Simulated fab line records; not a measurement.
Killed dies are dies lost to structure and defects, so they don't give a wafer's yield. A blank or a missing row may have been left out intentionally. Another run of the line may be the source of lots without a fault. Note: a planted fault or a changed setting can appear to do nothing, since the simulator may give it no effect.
Chamber matching / flow nand-harc / pecvd-02 running NHARC_A_M0_PRE_CLEAN_31: 3 sister chambers
The step time 12 s. 3 wafers are shown with their chamber, then 10 later ones without.

EACH WAFER AND ITS CHAMBER
wafer=L085.2; chamber=1; heater-power-w (W)=635
wafer=L086.1; chamber=2; heater-power-w (W)=632
wafer=L086.4; chamber=0; heater-power-w (W)=599

WAFERS WITHOUT THEIR CHAMBER
wafer=L086.6; heater-power-w (W)=674
wafer=L087.3; heater-power-w (W)=677
wafer=L087.4; heater-power-w (W)=565
wafer=L087.6; heater-power-w (W)=702
wafer=L093.1; heater-power-w (W)=587
wafer=L093.4; heater-power-w (W)=604
wafer=L093.5; heater-power-w (W)=600
wafer=L095.2; heater-power-w (W)=628
wafer=L095.4; heater-power-w (W)=632
wafer=L095.6; heater-power-w (W)=606

EACH ONE'S CHAMBER
wafer=L086.6; from the rows above=can't be placed: 1 or 2 or 0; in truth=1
wafer=L087.3; from the rows above=can't be placed: 1 or 2 or 0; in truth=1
wafer=L087.4; from the rows above=can't be placed: 0 or 2 or 1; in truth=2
wafer=L087.6; from the rows above=can't be placed: 1 or 2 or 0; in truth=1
wafer=L093.1; from the rows above=can't be placed: 0 or 2 or 1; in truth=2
wafer=L093.4; from the rows above=can't be placed: 0 or 2 or 1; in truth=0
wafer=L093.5; from the rows above=can't be placed: 0 or 2 or 1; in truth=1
wafer=L095.2; from the rows above=can't be placed: 2 or 1 or 0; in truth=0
wafer=L095.4; from the rows above=can't be placed: 2 or 1 or 0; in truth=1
wafer=L095.6; from the rows above=can't be placed: 0 or 2 or 1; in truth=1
0 of 10 placed correctly. These rows do not allow placing 10 (true chamber among the candidates in 10). 0 placed wrongly.
How it was worked out, from the rows above alone: a wafer's distance from a chamber is the root of the sum, over the readings, of the square of ((its reading less the chamber's mean) divided by the reading's scatter). The wafer belongs to the nearest chamber; if the next one is less than 2 further off, it can't be placed. The mean given for a chamber averages the wafers shown for that chamber. The scatter (one wafer shown for each chamber): square how far every hidden wafer sits from the nearest shown wafer, average those squares and take the square root.
